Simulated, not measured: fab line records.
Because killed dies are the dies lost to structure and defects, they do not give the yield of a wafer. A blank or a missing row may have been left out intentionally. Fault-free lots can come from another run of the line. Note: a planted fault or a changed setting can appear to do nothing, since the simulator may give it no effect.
fab line records | flow n5Finfet
record: lots: 12 wafers: 35 lastDay: 18
route steps=1938 shown FIN_SAQP@125 PASSIVATION@1936
lots that met no fault: taken from a fault-free run of the same line
startH: start of the lot's first displayed wafer, in hours after the record's first day | waitH: hours elapsed since this lot's preceding step | " identical to the entry in the row above | L1.1+2: several wafers, shown together as one row | - no value present, or no start provided | * or withheld: withheld | < > ~ a bound
route shown NAME@n: names a module that has steps shown in the file, with the first one's number in the route | usual: mean and standard deviation over wafers with no fault | same: alike in all rows | chamber/n: place in a boat | sites: the reading at each site | _std_site: how widely they spread, as a standard deviation | _edge_site: inner sites' mean taken away from outer sites' mean | radiusMm: how far each site lies from the wafer's centre | mask NAME#n: copy n | behind: tool/chamber where the wafer was last shaped | hold: reason for holding the lot/hours on hold/outcome of the hold | device: the n, p or np transistor that did not switch | end of line: the same wafers' tests at the end of the route | a step given without rows: its recipe and nothing more | killed: the dies lost at the first sort to structure and to defects; this is not the yield of the wafer | map: dies across one wafer; x = killed, . = not, _ = none there
set.NAME: the setting that was run; set.NAME@STEP: the one run at that earlier step | model.NAME: the simulator's own value behind a step, which no gauge read
steps of the route over a sample of lots; a table a step, a row a wafer
services: from which hour (startH, from the record's first day; less than 0 if before it) a tool's chamber was out of use, for how many hours, and why
== steps ==
step: N5_FIN_SAQP_SPACER1_ALD_24
recipe: material: SiO2 targetThkA: 203 tempC: 300 aldPrecursorFamily: BDEAS aldCoReactant: O2-plasma pulseTimeS: 1 purgeTimeS: 2 coReactantPurgeTimeS: 2 aldCycles: 218 pressureTorr: 2
usual: chamberPressureTorr: 2.000/0.0046 heaterPowerW: 471/48 precursorPulseHeightRel: 1.001/0.02 susceptorTempC: 300.02/0.18
same: aldCycles: 218
columns lot.wafer tool chamber startH waitH chamberPressureTorr heaterPowerW precursorPulseHeightRel susceptorTempC
L987.1 aldSin-04 2 23.73 0.6 2.000 470 1.014 300.07
L987.4 " 0 " " 1.998 428 1.015 300.00
L987.6 " 2 " " 1.999 469 0.988 300.04
L988.2 aldSin-02 3 28.74 0.3 1.993 429 1.007 300.56
L988.3 " 2 " " 1.996 530 1.027 300.01
L988.6 " 2 " " 2.004 525 0.977 300.00
L990.2 aldSin-03 3 43.32 2.3 1.994 402 1.051 300.21
L990.6 " 2 " " 1.997 450 1.002 300.08
L993.1 aldSin-02 1 60.28 1.1 2.002 454 0.969 300.27
L993.3 " 2 " " 2.003 525 1.014 300.22
L993.5 " 2 " " 2.001 529 0.986 300.13
L994.1 aldSin-04 0 65.74 0.3 1.996 432 0.998 300.13
L994.2 " 2 " " 2.000 456 0.981 300.16
L994.4 " 3 " " 1.993 548 0.973 300.20
L995.2 aldSin-02 2 71.40 0.4 2.006 523 1.003 299.98
L995.3 " 0 " " 2.001 460 1.006 299.80
L995.4 " 3 " " 2.000 434 1.030 299.80
L996.1 aldSin-04 2 79.18 0.3 1.999 462 1.044 299.88
L996.5 " 2 " " 1.998 471 0.997 299.72
L996.6 " 1 " " 2.011 430 0.963 299.96
L998.1 aldSin-04 1 90.00 0.8 1.996 471 1.008 318.32
L998.3 " 2 " " 2.002 541 1.024 318.55
L998.5 " 2 " " 1.995 546 0.966 318.46
L100.2 aldSin-04 3 101.22 0.5 1.992 633 0.995 318.50
L100.5 " 0 " " 2.006 505 1.001 318.61
L100.6 " 1 " " 2.009 475 0.995 318.37
L106.3 aldSin-02 0 136.94 0.1 2.000 458 1.010 300.32
L106.5 " 3 " " 2.000 430 1.004 299.89
L106.6 " 1 " " 1.998 448 1.019 299.87
L107.2 aldSin-03 3 144.05 0.9 1.997 395 0.975 299.92
L107.3 " 2 " " 2.007 477 0.978 300.03
L107.6 " 0 " " 1.995 571 1.008 300.10
L110.2 aldSin-04 3 161.82 0.3 2.008 552 0.936 299.88
L110.3 " 1 " " 1.998 431 1.000 300.09
L110.6 " 0 " " 2.005 437 1.011 299.86
step: N5_FIN_SAQP_MANDREL1_REMOVE_56
recipe: chemistry: HBr/Cl2/O2 btTimeS: 10 target: a-Si stopOn: SiNx endpoint: OES-SiCl overEtchFrac: 1 icpW: 600 biasW: 22 HBr_flow_sccm: 150 Cl2_flow_sccm: 80 O2_flow_sccm: 5 pressureMtorr: 10
usual: drypumpMotorCurrentA: 5.7/0.45 oesProductAu: 0.991/0.022 throttleValvePct: 36.8/0.32
columns lot.wafer tool chamber startH waitH drypumpMotorCurrentA oesProductAu rfHoursCounterH throttleValvePct
L987.1 rieSi-03 2 24.53 0.1 5.5 0.969 117 36.5
L987.4 " 3 " " 5.3 0.984 131 36.6
L987.6 " 0 " " 5.9 0.968 - 37.1
L988.2 rieSi-03 3 29.55 0.1 5.3 0.972 131 36.6
L988.3 " 1 " " 5.1 1.006 102 37.2
L988.6 " 2 " " 5.6 0.978 - 36.5
L990.2 rieSi-02 1 44.12 0.1 6.3 1.031 83 36.2
L990.6 " 2 " " 5.7 0.995 - 36.3
L993.1 rieSi-02 2 61.08 0.1 5.6 0.995 178 36.3
L993.3 " 1 " " 6.3 1.027 84 36.2
L993.5 " 3 " " 6.5 1.013 - 36.6
L994.1 rieSi-03 1 66.54 0.1 5.1 1.003 103 37.2
L994.2 " 0 " " 5.9 0.964 120 37.1
L994.4 " 2 " " 5.5 0.970 118 36.5
L995.2 rieSi-02 3 72.30 0.1 6.5 1.006 2 36.6
L995.3 " 2 " " 5.7 0.993 178 36.3
L995.4 " 0 " " 5.9 0.995 32 36.9
L996.1 rieSi-02 0 79.99 0.1 5.9 1.010 32 36.9
L996.5 " 1 " " 6.3 1.032 - 36.2
L996.6 " 0 " " 5.8 1.007 - 36.9
L998.1 rieSi-02 3 90.80 0.1 6.5 1.016 3 36.7
L998.3 " 0 " " 5.9 1.004 33 36.9
L998.5 " 1 " " 6.3 1.029 - 36.2
L100.2 rieSi-03 0 102.02 0.1 5.9 0.972 120 37.1
L100.5 " 3 " " 5.3 0.980 - 36.6
L100.6 " 0 " " 5.9 0.949 - 37.1
L106.3 rieSi-03 1 137.74 0.1 5.0 0.997 104 37.2
L106.5 " 1 " " 5.1 0.989 - 37.2
L106.6 " 2 " " 5.6 0.974 - 36.5
L107.2 rieSi-01 0 144.86 0.1 6.6 1.005 77 36.8
L107.3 " 2 " " 5.5 1.022 118 36.7
L107.6 " 3 " " 5.5 0.976 - 36.5
L110.2 rieSi-03 3 162.68 0.1 5.3 0.973 134 36.6
L110.3 " 0 " " 5.9 0.968 121 37.1
L110.6 " 2 " " 5.5 0.981 - 36.5
step: N5_FIN_SAQP_RECESS_71
recipe: chemistry: HF/NH3 target: SiO2 targetDepthA: 30 afsCycles: 1 tempC: 30 sublimationTempC: 180 sublimationTimeS: 60
usual: drypumpMotorCurrentA: 6.17/0.18 forelinePTorr: 0.1280/0.00064
columns lot.wafer tool chamber startH waitH drypumpMotorCurrentA forelinePTorr
L987.1 vaporEtch-02 0 25.54 0.0 6.12 0.1278
L987.4 " 1 " " 6.42 0.1281
L987.6 " 0 " " 6.10 0.1268
L988.2 vaporEtch-02 0 30.54 0.0 6.10 0.1278
L988.3 " 0 " " 6.12 0.1291
L988.6 " 0 " " 6.12 0.1280
L990.2 vaporEtch-02 0 45.18 0.0 6.13 0.1278
L990.6 " 1 " " 6.42 0.1284
L993.1 vaporEtch-01 1 62.07 0.0 6.17 0.1280
L993.3 " 1 " " 6.15 0.1277
L993.5 " 1 " " 6.15 0.1280
L994.1 vaporEtch-01 1 67.60 0.0 6.15 0.1291
L994.2 " 0 " " 5.89 0.1292
L994.4 " 0 " " 5.91 0.1277
L995.2 vaporEtch-01 0 73.29 0.0 5.86 0.1271
L995.3 " 1 " " 6.18 0.1275
L995.4 " 0 " " 5.90 0.1269
L996.1 vaporEtch-02 1 81.10 0.0 6.43 0.1278
L996.5 " 0 " " 6.12 0.1293
L996.6 " 1 " " 6.44 0.1280
L998.1 vaporEtch-02 1 92.68 0.0 6.41 0.1278
L998.3 " 1 " " 6.41 0.1278
L998.5 " 0 " " 6.13 0.1269
L100.2 vaporEtch-02 0 103.25 0.0 6.11 0.1286
L100.5 " 0 " " 6.13 0.1289
L100.6 " 1 " " 6.42 0.1282
L106.3 vaporEtch-01 0 138.86 0.1 5.89 0.1288
L106.5 " 0 " " 5.90 0.1279
L106.6 " 1 " " 6.16 0.1276
L107.2 vaporEtch-01 0 145.85 0.0 5.94 0.1289
L107.3 " 0 " " 5.92 0.1297
L107.6 " 0 " " 5.93 0.1289
L110.2 vaporEtch-01 0 164.35 0.0 5.94 0.1284
L110.3 " 1 " " 6.18 0.1277
L110.6 " 0 " " 5.89 0.1293
step: N5_FIN_SAQP_MANDREL2_REMOVE_60
recipe: chemistry: HBr/Cl2/O2 btTimeS: 10 target: a-Si stopOn: SiNx endpoint: OES-SiCl overEtchFrac: 1 icpW: 600 biasW: 22 HBr_flow_sccm: 150 Cl2_flow_sccm: 80 O2_flow_sccm: 5 pressureMtorr: 10
usual: drypumpMotorCurrentA: 5.8/0.46 oesProductAu: 1.000/0.019 throttleValvePct: 36.7/0.32
columns lot.wafer tool chamber startH waitH drypumpMotorCurrentA oesProductAu rfHoursCounterH throttleValvePct
L987.1 rieSi-02 1 26.10 0.1 6.3 1.026 83 36.2
L987.4 " 2 " " 5.7 0.999 177 36.3
L987.6 " 0 " " 5.8 1.006 - 36.9
L988.2 rieSi-02 2 31.11 0.1 5.6 0.994 177 36.3
L988.3 " 1 " " 6.3 1.025 83 36.2
L988.6 " 3 " " 6.5 1.010 - 36.6
L990.2 rieSi-01 3 45.86 0.1 5.5 1.006 197 36.9
L990.6 " 2 " " 5.5 1.026 - 36.7
L993.1 rieSi-03 1 62.63 0.1 5.0 0.997 103 37.2
L993.3 " 2 " " 5.5 0.969 118 36.5
L993.5 " 0 " " 5.9 0.961 - 37.1
L994.1 rieSi-01 0 68.38 0.1 6.6 1.014 76 36.8
L994.2 " 3 " " 5.5 1.003 197 36.9
L994.4 " 1 " " 5.4 1.010 175 37.2
L995.2 rieSi-03 3 73.87 0.1 5.3 0.981 132 36.6
L995.3 " 2 " " 5.6 0.969 118 36.5
L995.4 " 0 " " 5.9 0.971 120 37.1
L996.1 rieSi-02 3 81.65 0.1 6.5 1.017 2 36.6
L996.5 " 3 " " 6.5 1.009 - 36.6
L996.6 " 0 " " 5.9 1.004 - 36.9
L998.1 rieSi-03 3 94.28 0.1 5.3 0.970 133 36.6
L998.3 " 2 " " 5.5 0.968 118 36.5
L998.5 " 2 " " 5.6 0.970 - 36.5
L100.2 rieSi-01 3 103.81 0.1 5.5 1.013 197 37.0
L100.5 " 3 " " 5.5 1.009 - 36.9
L100.6 " 2 " " 5.5 1.019 - 36.7
L106.3 rieSi-01 0 139.42 0.1 6.6 1.014 77 36.8
L106.5 " 1 " " 5.4 0.996 - 37.2
L106.6 " 2 " " 5.5 1.016 - 36.7
L107.2 rieSi-02 3 146.40 0.1 6.5 1.007 4 36.6
L107.3 " 0 " " 5.9 1.014 34 36.9
L107.6 " 3 " " 6.5 0.999 - 36.6
L110.2 rieSi-03 0 164.90 0.1 5.9 0.961 122 37.1
L110.3 " 1 " " 5.0 0.988 105 37.2
L110.6 " 0 " " 5.8 0.957 - 37.1
step: N5_PASSIVATION_PROBE_49
usual: killed_at_M0_to_M3: 32/11 killed_at_M4_up: 12/4.4 killedAtContacts: 13/6.1 killedAtFrontEnd: 39/12 killedAtOther: 3.9/3 killedDies: 100/17 killedOpen: 66/12 killedShort: 33/7.4
same: grossDies: 1180 killedAtBackSide: 0
columns lot.wafer tool chamber startH waitH killed_at_M0_to_M3 killed_at_M4_up killedAtContacts killedAtFrontEnd killedAtOther killedDies killedOpen killedShort
L995.2 prober-02 - 332.03 0.1 36 13 19 35 6 109 64 45
L995.3 prober-02 - 332.08 0.1 23 13 13 59 6 114 68 42
L995.4 prober-02 - 332.13 0.2 18 6 10 46 2 82 46 36
L998.3 prober-01 - 348.02 0.1 47 10 22 53 2 134 82 51
L100.2 prober-02 - 349.30 0.1 24 7 6 36 0 73 44 26
L100.5 prober-02 - 349.45 0.2 38 22 5 32 2 99 53 44
L100.6 prober-02 - 349.50 0.3 22 11 10 34 1 78 48 30
killed by level:class
L995.2 MOL_CONTACT_COAG:geometricParticle:open=16 BEOL_M0_SAQP:geometricParticle:short=11 STI_FIN_REVEAL:geometricParticle:open=9 FIN_SAQP:geometricParticle:short=8 BEOL_M0_SAQP:geometricParticle:open=8 BEOL_M2:geometricParticle:open=6 BEOL_M3:geometricParticle:short=5 BEOL_M5:geometricParticle:open=5
L995.3 STI_FIN_REVEAL:geometricParticle:open=15 MOL_CONTACT_COAG:geometricParticle:open=11 FIN_SAQP:geometricParticle:short=9 BEOL_M0_SAQP:geometricParticle:short=9 FIN_SAQP:geometricParticle:open=7 BEOL_M4:geometricParticle:open=7 STI_FIN_REVEAL:geometricParticle:short=5 GATE_CUT:geometricParticle:short=5
L995.4 FIN_SAQP:geometricParticle:short=8 MOL_CONTACT_COAG:geometricParticle:open=7 FIN_SAQP:geometricParticle:open=6 STI_FIN_REVEAL:geometricParticle:open=6 STI_FIN_REVEAL:geometricParticle:short=5 BEOL_M0_SAQP:geometricParticle:short=5 STARTING-WAFER:geometricParticle:open=4 BEOL_M1:geometricParticle:open=4
L998.3 STI_FIN_REVEAL:geometricParticle:open=24 BEOL_M0_SAQP:geometricParticle:open=16 BEOL_M0_SAQP:geometricParticle:short=15 MOL_CONTACT_COAG:geometricParticle:open=13 MOL_CONTACT_COAG:geometricParticle:short=9 BEOL_M2:geometricParticle:open=8 STI_FIN_REVEAL:geometricParticle:short=7 FIN_SAQP:geometricParticle:short=6
L100.2 STI_FIN_REVEAL:geometricParticle:open=7 BEOL_M3:geometricParticle:open=7 FIN_SAQP:geometricParticle:short=6 MOL_CONTACT_COAG:geometricParticle:open=5 STARTING-WAFER:geometricParticle:short=5 GATE_CUT:geometricParticle:short=4 BEOL_M1:geometricParticle:open=4 BEOL_M2:geometricParticle:open=4
L100.5 BEOL_M0_SAQP:geometricParticle:short=14 BEOL_M0_SAQP:geometricParticle:open=11 BEOL_M1:geometricParticle:open=8 BEOL_M4:geometricParticle:open=8 GATE_CUT:geometricParticle:short=5 GATE_CUT:geometricParticle:open=5 BEOL_M4:geometricParticle:short=5 STI_FIN_REVEAL:geometricParticle:open=4
L100.6 FIN_SAQP:geometricParticle:short=9 BEOL_M2:geometricParticle:open=7 MOL_CONTACT_COAG:geometricParticle:open=7 BEOL_M4:geometricParticle:open=6 DUMMY_GATE:geometricParticle:open=4 STARTING-WAFER:geometricParticle:open=4 STI_FIN_REVEAL:geometricParticle:open=3 DUMMY_GATE:geometricParticle:short=3
== services ==
columns tool chamber startH hours kind
aldSin-04 0 7.90 - clean
aldSin-04 1 7.90 - clean
aldSin-04 2 7.90 - clean
aldSin-04 3 7.90 - clean
vaporEtch-02 - 13.22 0.1 repair
aldSin-03 - 18.92 1.4 repair
rieSi-02 0 18.98 2.7 repair
aldSin-02 0 19.49 2.8 repair
aldSin-03 - 23.31 1.1 repair
aldSin-02 - 34.53 14.6 pm
aldSin-02 - 58.13 1.8 repair
rieSi-02 - 65.70 2.8 pm
vaporEtch-01 - 89.86 2.1 repair
rieSi-03 1 94.00 6.1 repair
rieSi-03 2 107.29 3.7 repair
aldSin-03 - 107.42 14.6 pm
rieSi-01 3 117.00 - clean
rieSi-01 3 117.00 20.4 scheduledDown
rieSi-01 3 117.00 20.4 ventCycle
aldSin-03 - 123.64 3.7 repair
aldSin-03 - 129.82 1.7 repair
rieSi-02 1 141.54 4.6 repair
aldSin-04 3 148.02 13.1 repair
aldSin-02 - 155.19 0.6 repair
== key ==
firstSign: step: N5_FIN_SAQP_SPACER1_ALD_24 reading: susceptorTempC direction: up sigmas: 99+ usual: * struck: *
effect none on later readings
metAt N5_FIN_SAQP_SPACER1_ALD_24
struckLots L998,L100
testerLeftOut L998,L100
notActingAt N5_FIN_SAQP_MANDREL1_REMOVE_56,N5_FIN_SAQP_RECESS_71,N5_FIN_SAQP_MANDREL2_REMOVE_60
onsetBetween 79.18 90.00
fault: kind: processParameterDrift tool: aldSin-04 chamber: - onsetH: 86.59 steps: N5_FIN_SAQP_SPACER1_ALD_24 channel: tempC offset: * shape: step endH: 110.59 actsIn: * stated: *
testerLeftOut: of these lots the tester's yield and bins aren't shown, on N5 and GAA mostly nor the transistor test; their killed dies are dies lost to structure and defects alone, not to doping, threshold or leakage, so they don't give the yield
